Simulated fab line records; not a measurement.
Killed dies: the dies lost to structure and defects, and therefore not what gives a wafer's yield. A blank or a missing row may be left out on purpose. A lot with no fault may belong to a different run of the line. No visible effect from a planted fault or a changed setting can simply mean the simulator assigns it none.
Problem report in the 8D (eight disciplines) form, filled by code	flow nand_harc	the parts of the form that need people (team, actions taken, sign-off) are left out

1. THE ISSUE
Wafers without a fault read 37.6 s, standard deviation 0.46; run_length_s at NHARC_P_GATE_ETCH_114 reads a mean of 35.5 s on 2 wafers belonging to 2 lots. Relative to the usual mean, that is a shift of -4.7 standard deviations.
The step: etches the open film in CF4/O2, target depth 30 nm, overetch 3 nm, time 16.5 s.
Earliest sighting: wafer L236.6 on rie_diel-08 at day 6 15:00. Wafers with a number at this step in the record: 42, from 14 lots. The rule behind "out" and "out of limits": a value lying over 4 standard deviations away from the usual mean. All remaining wafers that have a number are taken as sound.

2. WHAT THIS IS AND IS NOT
question	is	is not
which readings at this step	run_length_s	drypump_motor_current_A, oes_ar_750_au, oes_product_au, rf_vpp_V, showerhead_plenum_p_Torr
which lots	L236, L238	L228, L229, L230, L234, L242, L243, L244, L247, L248, L249, L250, L251
which wafers of those lots	L236.6, L238.1	L236.1, L236.2, L238.3, L238.4
read on which tools	rie_diel-08	rie_diel-04, rie_diel-06
when	from day 6 15:00	up to then (14 sound wafers); but 26 sound wafers of L238, L242, L243, L244, L247, L248, L249, L250, L251 came after

3. WHAT RULES OUT EACH SUSPECT
Counting: if a tool at a process step up to the reading ran every lot that is out, it stays a suspect. Sound lots after the first of them don't rule it out here, since some wafers of a struck lot are sound.
- rie_diel-08 at NHARC_P_GATE_ETCH_114 (etches the open film in CF4/O2, target depth 30 nm, overetch 3 nm, time 16.5 s): kept. It ran every lot that is out, first L236 (day 6 15:00); its last sound lot up to then is L229 (day 5 02:00). Its own readings are out on those wafers: run_length_s.
- Within rie_diel-08 at NHARC_P_GATE_ETCH_114: the wafers that are out ran in chamber 0; their sound lot-mates ran in chambers 1, 2, 3.
Left after counting: rie_diel-08 at NHARC_P_GATE_ETCH_114.

4. THE CAUSE (what the simulator had put in)
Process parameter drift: rie_diel-08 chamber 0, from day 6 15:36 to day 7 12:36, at NHARC_P_GATE_ETCH_114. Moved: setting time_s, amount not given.
Counting left only this tool.

5. SEQUENCE OF EFFECTS, ordered by route
Each row: a reading where the mean over the struck wafers with a number is more than 3 standard deviations away from the usual. Readings are gone through only where the record gives a usual standard deviation; hours: the median, over the lots, of the time from a lot's start at the first step in this table giving one to that lot's start at this step; sigmas: the change measured in usual standard deviations.
hours	step	reading	usual	on struck wafers	change	sigmas
0	NHARC_P_GATE_ETCH_114	run_length_s	37.6 s	35.5	-2.1	-4.7
It contains these process steps:
- NHARC_P_GATE_ETCH_114: etches the open film in CF4/O2, target depth 30 nm, overetch 3 nm, time 16.5 s.
Readings that are blank on the struck wafers while sound wafers have them: rf_fwd_power_W at NHARC_P_GATE_ETCH_114.

6. WHAT WOULD HAVE CAUGHT IT SOONER
In this record the first reading out of limits was taken at day 6 15:00.
